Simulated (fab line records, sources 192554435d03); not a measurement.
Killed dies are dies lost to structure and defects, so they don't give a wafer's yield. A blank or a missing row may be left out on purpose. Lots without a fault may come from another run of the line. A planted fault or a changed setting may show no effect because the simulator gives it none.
Chamber matching | flow n5_finfet | N5_BEOL_M2_DEP_57 on pecvd-03: 3 sister chambers
The step deposits SiCN from 3MS/NH3, target thk 8 nm, time 14 s. 3 wafers are shown with their chamber, then 11 later ones without.

WAFERS WITH THEIR CHAMBER
wafer  | chamber | throttle_valve_pct (%)
L088.4 | 1       | 8.8
L088.5 | 0       | 8.6
L087.1 | 2       | 8.4

WAFERS WITHOUT THEIR CHAMBER
wafer  | throttle_valve_pct (%)
L087.3 | 8.8
L087.6 | 8.9
L092.3 | 8.5
L092.4 | 8.7
L092.6 | 8.5
L093.1 | 8.3
L093.2 | 8.7
L093.4 | 8.6
L095.2 | 8.5
L095.3 | 8.7
L095.4 | 8.9

WHICH CHAMBER EACH WENT THROUGH
wafer  | from the rows above     | in truth
L087.3 | 1                       | 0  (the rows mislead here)
L087.6 | 1                       | 1
L092.3 | can't be placed: 0 or 2 | 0
L092.4 | can't be placed: 0 or 1 | 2
L092.6 | can't be placed: 0 or 2 | 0
L093.1 | 2                       | 2
L093.2 | can't be placed: 0 or 1 | 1
L093.4 | 0                       | 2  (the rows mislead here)
L095.2 | can't be placed: 0 or 2 | 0
L095.3 | can't be placed: 0 or 1 | 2
L095.4 | 1                       | 1
Placed correctly: 3 of 11. Can't be placed from these rows: 6 (the true chamber is among the candidates in 4). Placed wrongly: 2.
How it was worked out, from the rows above alone: a wafer's distance from a chamber is the root of the sum, over the readings, of the square of ((its reading less the chamber's mean) divided by the reading's scatter). The wafer belongs to the nearest chamber; if the next one is less than 2 further off, it can't be placed. A chamber's mean is the mean of its shown wafers. The scatter: with one shown wafer a chamber, the root of the mean of the squares of how far each hidden wafer lies from its nearest shown one.
